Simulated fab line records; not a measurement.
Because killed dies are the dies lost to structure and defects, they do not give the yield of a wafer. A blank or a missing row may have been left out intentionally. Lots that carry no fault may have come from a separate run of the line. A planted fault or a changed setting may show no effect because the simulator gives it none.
A sampling plan put to the test | flow n5_finfet | one fab line, 44 faults that these records tell of, each judged on the records of the lots that it struck
The plan is the line's own looks: the steps of the route at which a gauge or an inspection reads the wafer and doesn't change it. A look is open to judgement when struck wafers have a number at it and the file gives its usual mean and standard deviation on fault-free wafers. Caught: a look later than the fault's first step finds the struck wafers' mean 4 or more of those standard deviations (sigma) from the usual mean. On the tool: the test repeated on the tool's own readings taken at the fault's steps. If the struck wafers alone have a blank record, or they carry another recipe, that too counts as caught.

THE FAULTS, as the simulator had put them in
1. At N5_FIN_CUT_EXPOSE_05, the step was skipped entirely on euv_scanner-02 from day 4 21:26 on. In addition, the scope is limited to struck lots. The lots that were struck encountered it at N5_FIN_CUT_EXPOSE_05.
2. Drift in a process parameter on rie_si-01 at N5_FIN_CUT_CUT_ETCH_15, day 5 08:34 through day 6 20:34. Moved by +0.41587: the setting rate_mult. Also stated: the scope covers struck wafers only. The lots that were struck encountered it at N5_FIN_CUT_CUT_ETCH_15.
3. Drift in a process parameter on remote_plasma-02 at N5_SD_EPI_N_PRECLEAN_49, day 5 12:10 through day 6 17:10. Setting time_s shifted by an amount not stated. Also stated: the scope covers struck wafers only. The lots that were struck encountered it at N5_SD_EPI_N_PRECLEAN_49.
4. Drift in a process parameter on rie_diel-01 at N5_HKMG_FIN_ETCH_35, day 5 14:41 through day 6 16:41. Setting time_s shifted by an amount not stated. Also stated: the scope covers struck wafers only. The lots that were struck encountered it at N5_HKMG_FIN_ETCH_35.
5. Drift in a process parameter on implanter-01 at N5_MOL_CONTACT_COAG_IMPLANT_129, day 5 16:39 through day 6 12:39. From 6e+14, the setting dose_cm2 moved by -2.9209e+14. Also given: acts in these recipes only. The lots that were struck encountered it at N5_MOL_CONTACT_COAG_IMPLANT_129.
6. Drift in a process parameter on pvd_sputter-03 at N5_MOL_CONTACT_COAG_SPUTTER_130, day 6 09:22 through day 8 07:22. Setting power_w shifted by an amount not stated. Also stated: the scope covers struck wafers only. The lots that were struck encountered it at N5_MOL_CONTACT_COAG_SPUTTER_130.
7. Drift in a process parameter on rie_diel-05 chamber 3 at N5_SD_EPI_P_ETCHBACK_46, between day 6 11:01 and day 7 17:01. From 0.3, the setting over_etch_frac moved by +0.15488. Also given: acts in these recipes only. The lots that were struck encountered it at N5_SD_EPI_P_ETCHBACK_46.
8. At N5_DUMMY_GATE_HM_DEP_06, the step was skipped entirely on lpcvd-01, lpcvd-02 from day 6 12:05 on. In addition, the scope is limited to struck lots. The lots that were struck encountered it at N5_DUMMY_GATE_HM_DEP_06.
9. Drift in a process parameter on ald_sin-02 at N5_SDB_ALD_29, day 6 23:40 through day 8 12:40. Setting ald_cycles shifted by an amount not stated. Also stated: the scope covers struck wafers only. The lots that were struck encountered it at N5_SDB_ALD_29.
10. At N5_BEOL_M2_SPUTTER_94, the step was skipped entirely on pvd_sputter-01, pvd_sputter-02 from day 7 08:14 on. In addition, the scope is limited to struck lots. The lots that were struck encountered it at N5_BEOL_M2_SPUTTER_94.
11. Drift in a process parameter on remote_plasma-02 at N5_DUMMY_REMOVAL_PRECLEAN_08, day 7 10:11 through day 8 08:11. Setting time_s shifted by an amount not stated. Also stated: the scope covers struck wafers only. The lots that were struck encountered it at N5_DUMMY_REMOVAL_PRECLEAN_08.
12. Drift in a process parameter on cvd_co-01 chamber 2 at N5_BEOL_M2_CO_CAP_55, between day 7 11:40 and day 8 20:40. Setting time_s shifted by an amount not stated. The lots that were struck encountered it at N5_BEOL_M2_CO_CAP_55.
13. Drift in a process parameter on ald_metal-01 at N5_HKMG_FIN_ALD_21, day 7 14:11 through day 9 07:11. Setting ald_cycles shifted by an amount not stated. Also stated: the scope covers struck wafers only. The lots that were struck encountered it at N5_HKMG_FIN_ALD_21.
14. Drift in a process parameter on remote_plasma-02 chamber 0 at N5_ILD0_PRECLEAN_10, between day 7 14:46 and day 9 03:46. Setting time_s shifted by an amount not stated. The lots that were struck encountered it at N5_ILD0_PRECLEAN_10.
15. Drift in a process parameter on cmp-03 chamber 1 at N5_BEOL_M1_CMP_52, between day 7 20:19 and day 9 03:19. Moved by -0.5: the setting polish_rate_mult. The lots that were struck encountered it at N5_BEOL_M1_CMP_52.
16. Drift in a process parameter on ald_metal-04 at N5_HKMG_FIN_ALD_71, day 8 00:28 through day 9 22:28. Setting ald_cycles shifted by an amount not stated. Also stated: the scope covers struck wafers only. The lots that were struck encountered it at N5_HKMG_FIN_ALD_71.
17. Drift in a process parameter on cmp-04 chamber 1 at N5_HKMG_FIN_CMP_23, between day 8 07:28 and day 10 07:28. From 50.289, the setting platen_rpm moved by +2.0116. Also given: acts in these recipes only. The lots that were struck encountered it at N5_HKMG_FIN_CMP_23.
18. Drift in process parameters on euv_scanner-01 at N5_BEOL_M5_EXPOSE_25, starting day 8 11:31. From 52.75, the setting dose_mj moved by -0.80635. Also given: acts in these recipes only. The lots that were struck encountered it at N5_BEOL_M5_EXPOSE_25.
19. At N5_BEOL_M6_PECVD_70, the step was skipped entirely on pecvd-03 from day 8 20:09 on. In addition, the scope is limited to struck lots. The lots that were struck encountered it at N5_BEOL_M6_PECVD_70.
20. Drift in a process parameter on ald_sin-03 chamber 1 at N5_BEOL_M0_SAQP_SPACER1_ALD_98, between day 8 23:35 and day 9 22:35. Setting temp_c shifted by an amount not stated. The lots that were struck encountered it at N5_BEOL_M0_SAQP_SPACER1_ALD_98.
21. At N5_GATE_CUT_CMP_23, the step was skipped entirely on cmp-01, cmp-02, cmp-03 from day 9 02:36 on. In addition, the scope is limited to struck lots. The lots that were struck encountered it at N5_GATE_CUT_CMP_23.
22. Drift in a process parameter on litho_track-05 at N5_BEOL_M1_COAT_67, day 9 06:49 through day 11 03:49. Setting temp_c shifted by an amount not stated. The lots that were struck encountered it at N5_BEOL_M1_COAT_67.
23. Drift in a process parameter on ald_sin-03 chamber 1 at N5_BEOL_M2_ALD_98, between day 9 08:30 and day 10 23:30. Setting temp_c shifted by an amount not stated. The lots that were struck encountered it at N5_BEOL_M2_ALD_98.
24. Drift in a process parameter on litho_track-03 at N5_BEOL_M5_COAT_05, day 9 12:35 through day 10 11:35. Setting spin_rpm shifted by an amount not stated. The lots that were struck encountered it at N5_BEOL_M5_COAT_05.
25. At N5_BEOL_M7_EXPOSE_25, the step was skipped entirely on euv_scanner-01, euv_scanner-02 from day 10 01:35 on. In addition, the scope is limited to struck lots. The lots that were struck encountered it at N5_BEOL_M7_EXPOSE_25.
26. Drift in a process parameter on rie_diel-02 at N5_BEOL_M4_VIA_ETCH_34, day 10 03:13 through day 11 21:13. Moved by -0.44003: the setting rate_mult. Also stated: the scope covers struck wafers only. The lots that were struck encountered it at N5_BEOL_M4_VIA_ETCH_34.
27. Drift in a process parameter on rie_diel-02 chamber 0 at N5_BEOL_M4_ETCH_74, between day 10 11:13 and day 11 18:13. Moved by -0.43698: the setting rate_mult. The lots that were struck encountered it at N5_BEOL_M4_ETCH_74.
28. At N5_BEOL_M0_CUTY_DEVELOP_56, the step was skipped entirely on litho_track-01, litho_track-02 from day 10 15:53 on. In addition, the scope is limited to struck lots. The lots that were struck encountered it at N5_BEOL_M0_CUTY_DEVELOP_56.
29. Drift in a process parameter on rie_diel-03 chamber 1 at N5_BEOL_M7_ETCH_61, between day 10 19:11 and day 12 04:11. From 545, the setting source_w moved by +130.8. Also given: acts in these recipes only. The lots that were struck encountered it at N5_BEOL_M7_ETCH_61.
30. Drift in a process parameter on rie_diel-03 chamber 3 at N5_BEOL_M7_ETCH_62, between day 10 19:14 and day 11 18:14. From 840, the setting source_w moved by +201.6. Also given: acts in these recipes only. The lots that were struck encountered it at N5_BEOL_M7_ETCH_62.
31. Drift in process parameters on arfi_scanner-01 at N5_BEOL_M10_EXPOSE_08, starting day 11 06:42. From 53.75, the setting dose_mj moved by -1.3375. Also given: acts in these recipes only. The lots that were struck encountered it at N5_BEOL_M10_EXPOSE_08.
32. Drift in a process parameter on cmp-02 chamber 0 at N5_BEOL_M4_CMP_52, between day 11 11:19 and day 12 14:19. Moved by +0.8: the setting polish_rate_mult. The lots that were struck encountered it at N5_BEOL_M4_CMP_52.
33. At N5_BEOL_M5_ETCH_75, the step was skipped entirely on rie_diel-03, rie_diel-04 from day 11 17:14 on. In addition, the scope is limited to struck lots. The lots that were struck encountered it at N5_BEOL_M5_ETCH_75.
34. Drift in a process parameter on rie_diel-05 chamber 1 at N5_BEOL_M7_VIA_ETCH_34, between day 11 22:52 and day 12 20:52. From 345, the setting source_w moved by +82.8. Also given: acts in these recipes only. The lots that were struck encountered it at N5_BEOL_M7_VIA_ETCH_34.
35. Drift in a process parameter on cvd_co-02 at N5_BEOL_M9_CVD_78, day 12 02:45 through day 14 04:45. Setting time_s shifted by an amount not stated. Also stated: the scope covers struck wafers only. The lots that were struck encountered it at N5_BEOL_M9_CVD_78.
36. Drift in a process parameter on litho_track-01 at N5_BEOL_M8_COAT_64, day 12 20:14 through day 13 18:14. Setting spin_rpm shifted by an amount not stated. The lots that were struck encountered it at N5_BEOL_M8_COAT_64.
37. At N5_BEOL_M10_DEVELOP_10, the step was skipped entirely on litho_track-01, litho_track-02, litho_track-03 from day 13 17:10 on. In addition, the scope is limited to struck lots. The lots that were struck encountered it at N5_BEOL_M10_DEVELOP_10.
38. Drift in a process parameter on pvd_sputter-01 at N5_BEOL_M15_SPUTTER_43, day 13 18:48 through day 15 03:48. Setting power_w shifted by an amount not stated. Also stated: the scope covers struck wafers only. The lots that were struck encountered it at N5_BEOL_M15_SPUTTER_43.
39. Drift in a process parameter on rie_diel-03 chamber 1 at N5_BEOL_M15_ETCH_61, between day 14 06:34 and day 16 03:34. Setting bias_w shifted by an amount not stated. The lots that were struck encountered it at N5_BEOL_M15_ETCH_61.
40. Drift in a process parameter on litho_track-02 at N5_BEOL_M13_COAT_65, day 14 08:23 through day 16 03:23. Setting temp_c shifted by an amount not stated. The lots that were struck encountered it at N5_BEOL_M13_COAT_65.
41. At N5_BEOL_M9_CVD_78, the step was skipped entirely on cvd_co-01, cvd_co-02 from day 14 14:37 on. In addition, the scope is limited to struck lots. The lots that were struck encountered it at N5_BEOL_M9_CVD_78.
42. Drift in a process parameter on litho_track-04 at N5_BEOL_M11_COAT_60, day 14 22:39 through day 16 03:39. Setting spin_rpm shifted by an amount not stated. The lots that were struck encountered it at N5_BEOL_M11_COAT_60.
43. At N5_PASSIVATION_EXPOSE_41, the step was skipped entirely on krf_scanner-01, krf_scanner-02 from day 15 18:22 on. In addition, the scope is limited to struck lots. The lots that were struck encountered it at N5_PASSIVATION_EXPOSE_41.
44. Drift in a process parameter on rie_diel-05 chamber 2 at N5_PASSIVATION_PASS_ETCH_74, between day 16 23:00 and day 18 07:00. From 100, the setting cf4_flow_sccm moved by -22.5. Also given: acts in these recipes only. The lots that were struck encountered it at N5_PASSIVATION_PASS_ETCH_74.

WHAT THE PLAN SAW
fault | on the tool itself                               | first look that catches it                      | reading, sigma                                             | median hours from its first step to that look | hours from the fault's start to the first struck lot there | judged looks passed uncaught
1     | no reading that can be judged                    | no look after it can be judged                  | -                                                          | -                                             | -                                                          | 0
2     | only faintly: oes_product_au +3.4 sigma          | not the one look that can be judged after it    | -                                                          | -                                             | -                                                          | 1
3     | no reading that can be judged                    | not the one look that can be judged after it    | -                                                          | -                                             | -                                                          | 1
4     | run_length_s -96 sigma                           | not the one look that can be judged after it    | -                                                          | -                                             | -                                                          | 1
5     | dose_ions_cm2 -99 or beyond sigma                | not the one look that can be judged after it    | -                                                          | -                                             | -                                                          | 1
6     | cathode_dc_power_W -99 or beyond sigma           | not the one look that can be judged after it    | -                                                          | -                                             | -                                                          | 1
7     | under 2 sigma                                    | not the one look that can be judged after it    | -                                                          | -                                             | -                                                          | 1
8     | the tool's record is blank for the struck wafers | N5_DUMMY_GATE_OVL_MEAS_16                       | GATE_OVL -4.5                                              | 4.4                                           | 9                                                          | 0
9     | under 2 sigma                                    | none of the 3 looks that can be judged after it | -                                                          | -                                             | -                                                          | 3
10    | the tool's record is blank for the struck wafers | not the one look that can be judged after it    | -                                                          | -                                             | -                                                          | 1
11    | no reading that can be judged                    | not the one look that can be judged after it    | -                                                          | -                                             | -                                                          | 1
12    | run_length_s -76 sigma                           | not the one look that can be judged after it    | -                                                          | -                                             | -                                                          | 1
13    | under 2 sigma                                    | not the one look that can be judged after it    | -                                                          | -                                             | -                                                          | 1
14    | under 2 sigma                                    | not the one look that can be judged after it    | -                                                          | -                                             | -                                                          | 1
15    | overpolish_run_s -99 or beyond sigma             | N5_BEOL_M1_THK_MEAS_53                          | M1_THK +63                                                 | 0.2                                           | 4                                                          | 0
16    | under 2 sigma                                    | not the one look that can be judged after it    | -                                                          | -                                             | -                                                          | 1
17    | platen_rpm +54 sigma                             | not the one look that can be judged after it    | -                                                          | -                                             | -                                                          | 1
18    | exposure_dose_mJ_cm2 -10 sigma                   | not the one look that can be judged after it    | -                                                          | -                                             | -                                                          | 1
19    | the tool's record is blank for the struck wafers | no look after it can be judged                  | -                                                          | -                                             | -                                                          | 0
20    | susceptor_temp_C -26 sigma                       | not the one look that can be judged after it    | -                                                          | -                                             | -                                                          | 1
21    | the tool's record is blank for the struck wafers | no look after it can be judged                  | -                                                          | -                                             | -                                                          | 0
22    | plate_temp_C +24 sigma                           | none of the 2 looks that can be judged after it | -                                                          | -                                             | -                                                          | 2
23    | susceptor_temp_C -8.0 sigma                      | not the one look that can be judged after it    | -                                                          | -                                             | -                                                          | 1
24    | spin_speed_rpm -99 or beyond sigma               | no look after it can be judged                  | -                                                          | -                                             | -                                                          | 0
25    | no reading that can be judged                    | no look after it can be judged                  | -                                                          | -                                             | -                                                          | 0
26    | only faintly: oes_product_au -3.0 sigma          | not the one look that can be judged after it    | -                                                          | -                                             | -                                                          | 1
27    | etch_rf_on_time_s +43 sigma                      | not the one look that can be judged after it    | -                                                          | -                                             | -                                                          | 1
28    | the tool's record is blank for the struck wafers | no look after it can be judged                  | -                                                          | -                                             | -                                                          | 0
29    | rf_fwd_power_W +51 sigma                         | no look after it can be judged                  | -                                                          | -                                             | -                                                          | 0
30    | rf_fwd_power_W +67 sigma                         | no look after it can be judged                  | -                                                          | -                                             | -                                                          | 0
31    | exposure_dose_mJ_cm2 -23 sigma                   | not the one look that can be judged after it    | -                                                          | -                                             | -                                                          | 1
32    | barrier_field_endpoint_s -15 sigma               | no look after it can be judged                  | -                                                          | -                                             | -                                                          | 0
33    | the tool's record is blank for the struck wafers | no look after it can be judged                  | -                                                          | -                                             | -                                                          | 0
34    | rf_fwd_power_W +55 sigma                         | no look after it can be judged                  | -                                                          | -                                             | -                                                          | 0
35    | only faintly: run_length_s -3.8 sigma            | not the one look that can be judged after it    | strongest: raw_defect_count at N5_BEOL_M9_INSPECT_58, +2.1 | -                                             | -                                                          | 1
36    | spin_speed_rpm -44 sigma                         | not the one look that can be judged after it    | -                                                          | -                                             | -                                                          | 1
37    | the tool's record is blank for the struck wafers | no look after it can be judged                  | -                                                          | -                                             | -                                                          | 0
38    | cathode_dc_power_W -99 or beyond sigma           | not the one look that can be judged after it    | -                                                          | -                                             | -                                                          | 1
39    | bias_w +34 sigma                                 | no look after it can be judged                  | -                                                          | -                                             | -                                                          | 0
40    | plate_temp_C -43 sigma                           | not the one look that can be judged after it    | -                                                          | -                                             | -                                                          | 1
41    | the tool's record is blank for the struck wafers | no look after it can be judged                  | -                                                          | -                                             | -                                                          | 0
42    | spin_speed_rpm +99 or beyond sigma               | not the one look that can be judged after it    | -                                                          | -                                             | -                                                          | 1
43    | no reading that can be judged                    | no look after it can be judged                  | -                                                          | -                                             | -                                                          | 0
44    | cf4_flow_sccm -66 sigma                          | no look after it can be judged                  | -                                                          | -                                             | -                                                          | 0
Dash: fault not caught, or number not given in these records.

Caught at a look: 2 of 44. Caught on the tool: 31 of 44. By one or the other: 31 of 44.
Faults caught by the tool alone: 4, 5, 6, 10, 12, 17, 18, 19, 20, 21, 22, 23, 24, 27, 28, 29, 30, 31, 32, 33, 34, 36, 37, 38, 39, 40, 41, 42, 44.
Caught by neither: faults 1, 2, 3, 7, 9, 11, 13, 14, 16, 25, 26, 35, 43.

THINNER SAMPLING
If the look that catches a fault measured only every second or every third lot, by lot number, the first struck lot would be measured this late in the worst case:
fault | struck lots at that look, in order of time | every lot | every second lot | every third lot
8     | L679, L680, L681                           | 9 h       | 13 h             | 20 h
15    | L952                                       | 4 h       | may miss it      | may miss it
Hours count from the start of the fault until the first struck lot that is measured. 4 sigma limit: tested on the pooled struck wafers, so a lone lot may be under it. Other struck lots may not be in these records.

THE LONGEST TIMED WAY FROM STEP TO LOOK
Fault 8: a median of 4.4 hours passes between N5_DUMMY_GATE_HM_DEP_06 and N5_DUMMY_GATE_OVL_MEAS_16. No look between them can be judged.
